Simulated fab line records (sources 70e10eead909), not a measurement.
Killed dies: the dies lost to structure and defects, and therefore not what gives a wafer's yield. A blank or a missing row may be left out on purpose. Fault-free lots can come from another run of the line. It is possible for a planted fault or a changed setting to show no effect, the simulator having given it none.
Check of tool commonality :: flow nand harc :: Sampled: 11 lots, 33 wafers

WHAT PROMPTED THE OPENING
At NHARC_P_GATE_CD_MEAS_59 the reading cd nm is flagged on 1 of 11 lots. No-fault wafers: 719.5 nm, standard deviation 1.9.
Rule: a lot is flagged in two cases, either no wafer of it has a number, or all its wafers with numbers fall more than 4 standard deviations from that mean. All remaining lots are regarded as sound.

lot: L438
measured: day 5 07:49
on: cd sem-02
cd nm (nm), wafer by wafer: 722.0 721.4 717.0
flag: 

lot: L441
measured: day 5 18:17
on: cd sem-03
cd nm (nm), wafer by wafer: 693.9 693.3 696.3
flag: FLAGGED

lot: L442
measured: day 6 04:13
on: cd sem-01
cd nm (nm), wafer by wafer: 722.1 718.9 719.6
flag: 

lot: L443
measured: day 6 20:01
on: cd sem-02
cd nm (nm), wafer by wafer: 718.4 722.1 718.6
flag: 

lot: L451
measured: day 8 10:21
on: cd sem-02
cd nm (nm), wafer by wafer: 721.5 718.7 719.9
flag: 

lot: L454
measured: day 9 16:14
on: cd sem-02
cd nm (nm), wafer by wafer: 720.6 719.3 720.4
flag: 

lot: L456
measured: day 9 19:28
on: cd sem-01
cd nm (nm), wafer by wafer: 719.8 717.1 718.1
flag: 

lot: L455
measured: day 9 19:47
on: cd sem-03
cd nm (nm), wafer by wafer: 718.0 720.3 720.9
flag: 

lot: L457
measured: day 10 04:05
on: cd sem-02
cd nm (nm), wafer by wafer: 717.5 719.2 719.7
flag: 

lot: L458
measured: day 10 04:20
on: cd sem-03
cd nm (nm), wafer by wafer: 723.7 722.2 719.2
flag: 

lot: L461
measured: day 10 21:58
on: cd sem-03
cd nm (nm), wafer by wafer: 719.3 720.8 722.1
flag: 
Average over the flagged lots: 694.5 nm; offset from the usual -25.0 nm, equal to -13 standard deviations.

WHICH TOOL RAN EACH LOT
Before the reading, the record contains 4 process steps out of a 1159-step route. In each cell: the tool, then ch and the chambers that the sampled wafers went through, then the start.
lot: L438
flag: 
NHARC_P_GATE_HM_OPEN_105: rie diel-12 ch 0,2, day 5 06:20 or earlier
NHARC_P_GATE_ETCH_114: rie diel-12 ch 0,2,3, day 5 06:20 or earlier
NHARC_P_GATE_DESCUM_48: rie diel-01 ch 0,2,3, day 5 06:20
NHARC_P_GATE_EXPOSE_56: krf scanner-02 ch 0, day 5 07:40

lot: L441
flag: FLAGGED
NHARC_P_GATE_HM_OPEN_105: rie diel-12 ch 0,1, day 5 16:40 or earlier
NHARC_P_GATE_ETCH_114: rie diel-12 ch 0,1, day 5 16:40 or earlier
NHARC_P_GATE_DESCUM_48: rie diel-01 ch 1,2,3, day 5 16:40
NHARC_P_GATE_EXPOSE_56: krf scanner-02 ch 0, day 5 18:07

lot: L442
flag: 
NHARC_P_GATE_HM_OPEN_105: rie diel-12 ch 0,1,3, day 6 02:45 or earlier
NHARC_P_GATE_ETCH_114: rie diel-12 ch 0,1,2, day 6 02:45 or earlier
NHARC_P_GATE_DESCUM_48: rie diel-02 ch 1,2,3, day 6 02:45
NHARC_P_GATE_EXPOSE_56: krf scanner-02 ch 0, day 6 04:04

lot: L443
flag: 
NHARC_P_GATE_HM_OPEN_105: rie diel-12 ch 0,1, day 6 17:29 or earlier
NHARC_P_GATE_ETCH_114: rie diel-12 ch 1,2, day 6 17:29 or earlier
NHARC_P_GATE_DESCUM_48: rie diel-12 ch 0,1,2, day 6 17:29
NHARC_P_GATE_EXPOSE_56: krf scanner-03 ch 0, day 6 19:52

lot: L451
flag: 
NHARC_P_GATE_HM_OPEN_105: rie diel-01 ch 0,2, day 8 08:48 or earlier
NHARC_P_GATE_ETCH_114: rie diel-01 ch 0,3, day 8 08:48 or earlier
NHARC_P_GATE_DESCUM_48: rie diel-01 ch 0,1,3, day 8 08:48
NHARC_P_GATE_EXPOSE_56: krf scanner-02 ch 0, day 8 10:11

lot: L454
flag: 
NHARC_P_GATE_HM_OPEN_105: rie diel-12 ch 0,1, day 9 14:37 or earlier
NHARC_P_GATE_ETCH_114: rie diel-12 ch 1,2, day 9 14:37 or earlier
NHARC_P_GATE_DESCUM_48: rie diel-01 ch 0,1,2, day 9 14:37
NHARC_P_GATE_EXPOSE_56: krf scanner-01 ch 0, day 9 16:05

lot: L456
flag: 
NHARC_P_GATE_HM_OPEN_105: rie diel-01 ch 0,1,3, day 9 18:01 or earlier
NHARC_P_GATE_ETCH_114: rie diel-01 ch 0,1,3, day 9 18:01 or earlier
NHARC_P_GATE_DESCUM_48: rie diel-02 ch 0,2,3, day 9 18:01
NHARC_P_GATE_EXPOSE_56: krf scanner-01 ch 0, day 9 19:19

lot: L455
flag: 
NHARC_P_GATE_HM_OPEN_105: rie diel-01 ch 0,1,2, day 9 18:11 or earlier
NHARC_P_GATE_ETCH_114: rie diel-01 ch 0,1,3, day 9 18:11 or earlier
NHARC_P_GATE_DESCUM_48: rie diel-01 ch 0,1, day 9 18:11
NHARC_P_GATE_EXPOSE_56: krf scanner-03 ch 0, day 9 19:38

lot: L457
flag: 
NHARC_P_GATE_HM_OPEN_105: rie diel-01 ch 0,1,2, day 10 02:29 or earlier
NHARC_P_GATE_ETCH_114: rie diel-01 ch 0,1,2, day 10 02:29 or earlier
NHARC_P_GATE_DESCUM_48: rie diel-12 ch 0,1, day 10 02:29
NHARC_P_GATE_EXPOSE_56: krf scanner-02 ch 0, day 10 03:56

lot: L458
flag: 
NHARC_P_GATE_HM_OPEN_105: rie diel-01 ch 0,1,2, day 10 02:43 or earlier
NHARC_P_GATE_ETCH_114: rie diel-01 ch 0,1,2, day 10 02:43 or earlier
NHARC_P_GATE_DESCUM_48: rie diel-01 ch 0,2,3, day 10 02:43
NHARC_P_GATE_EXPOSE_56: krf scanner-01 ch 0, day 10 04:11

lot: L461
flag: 
NHARC_P_GATE_HM_OPEN_105: rie diel-01 ch 1,2,3, day 10 20:22 or earlier
NHARC_P_GATE_ETCH_114: rie diel-01 ch 0,1,3, day 10 20:22 or earlier
NHARC_P_GATE_DESCUM_48: rie diel-01 ch 0,1,3, day 10 20:22
NHARC_P_GATE_EXPOSE_56: krf scanner-02 ch 0, day 10 21:49
What the steps here do:
- NHARC_P_GATE_HM_OPEN_105: chemistry O2/COS, target depth 360 nm.
- NHARC_P_GATE_ETCH_114: etches the open film in CF4/O2, target depth 30 nm, overetch 3 nm, time 16.5 s.
- NHARC_P_GATE_DESCUM_48: chemistry O2, time 3 s.
- NHARC_P_GATE_EXPOSE_56: exposes mask P PSD, target cd 720 nm.
- NHARC_P_GATE_CD_MEAS_59: target cd 720 nm.

FLAGGED AGAINST TOTAL, ONE TOOL AT A TIME (gauges that did the reading follow at the end)
step: NHARC_P_GATE_HM_OPEN_105
tool: rie diel-01
lots run: 6
flagged: 0
share of the flagged lots: none
sound lots run after its first flagged lot: -

step: NHARC_P_GATE_HM_OPEN_105
tool: rie diel-12
lots run: 5
flagged: 1
share of the flagged lots: all
sound lots run after its first flagged lot: 3 (L442,L443,L454)

step: NHARC_P_GATE_ETCH_114
tool: rie diel-01
lots run: 6
flagged: 0
share of the flagged lots: none
sound lots run after its first flagged lot: -

step: NHARC_P_GATE_ETCH_114
tool: rie diel-12
lots run: 5
flagged: 1
share of the flagged lots: all
sound lots run after its first flagged lot: 3 (L442,L443,L454)

step: NHARC_P_GATE_DESCUM_48
tool: rie diel-01
lots run: 7
flagged: 1
share of the flagged lots: all
sound lots run after its first flagged lot: 5 (L451,L454,L455,L458,L461)

step: NHARC_P_GATE_DESCUM_48
tool: rie diel-02
lots run: 2
flagged: 0
share of the flagged lots: none
sound lots run after its first flagged lot: -

step: NHARC_P_GATE_DESCUM_48
tool: rie diel-12
lots run: 2
flagged: 0
share of the flagged lots: none
sound lots run after its first flagged lot: -

step: NHARC_P_GATE_EXPOSE_56
tool: krf scanner-01
lots run: 3
flagged: 0
share of the flagged lots: none
sound lots run after its first flagged lot: -

step: NHARC_P_GATE_EXPOSE_56
tool: krf scanner-02
lots run: 6
flagged: 1
share of the flagged lots: all
sound lots run after its first flagged lot: 4 (L442,L451,L457,L461)

step: NHARC_P_GATE_EXPOSE_56
tool: krf scanner-03
lots run: 2
flagged: 0
share of the flagged lots: none
sound lots run after its first flagged lot: -

step: NHARC_P_GATE_CD_MEAS_59
tool: cd sem-01
lots run: 2
flagged: 0
share of the flagged lots: none
sound lots run after its first flagged lot: -

step: NHARC_P_GATE_CD_MEAS_59
tool: cd sem-02
lots run: 5
flagged: 0
share of the flagged lots: none
sound lots run after its first flagged lot: -

step: NHARC_P_GATE_CD_MEAS_59
tool: cd sem-03
lots run: 4
flagged: 1
share of the flagged lots: all
sound lots run after its first flagged lot: 3 (L455,L458,L461)
NHARC_P_GATE_HM_OPEN_105: start missing for some lots; hours and lot order therefore follow NHARC_P_GATE_DESCUM_48. NHARC_P_GATE_ETCH_114: start missing for some lots; hours and lot order therefore follow NHARC_P_GATE_DESCUM_48.

WHAT THE TABLE PERMITS
5 rows of the table ran every flagged lot: rie diel-12 at NHARC_P_GATE_HM_OPEN_105, rie diel-12 at NHARC_P_GATE_ETCH_114, rie diel-01 at NHARC_P_GATE_DESCUM_48, krf scanner-02 at NHARC_P_GATE_EXPOSE_56, cd sem-03 at NHARC_P_GATE_CD_MEAS_59.
- rie diel-12 at NHARC_P_GATE_HM_OPEN_105: 1 of its 5 lots flagged. After the first flagged lot (L442, L443, L454), sound lots still ran on it; a lasting fault on the whole tool would not permit that.
- rie diel-12 at NHARC_P_GATE_ETCH_114: 1 of its 5 lots flagged. After the first flagged lot (L442, L443, L454), sound lots still ran on it; a lasting fault on the whole tool would not permit that.
- rie diel-01 at NHARC_P_GATE_DESCUM_48: 1 of its 7 lots flagged. After the first flagged lot (L451, L454, L455, L458, L461), sound lots still ran on it; a lasting fault on the whole tool would not permit that.
- krf scanner-02 at NHARC_P_GATE_EXPOSE_56: 1 of its 6 lots flagged. After the first flagged lot (L442, L451, L457, L461), sound lots still ran on it; a lasting fault on the whole tool would not permit that.
- cd sem-03 at NHARC_P_GATE_CD_MEAS_59: 1 of its 4 lots flagged. After the first flagged lot (L455, L458, L461), sound lots still ran on it; a lasting fault on the whole tool would not permit that.
None of the table's rows ran every flagged lot and, after the first, no sound lot.

WHAT HAD BEEN PUT IN BY THE SIMULATOR
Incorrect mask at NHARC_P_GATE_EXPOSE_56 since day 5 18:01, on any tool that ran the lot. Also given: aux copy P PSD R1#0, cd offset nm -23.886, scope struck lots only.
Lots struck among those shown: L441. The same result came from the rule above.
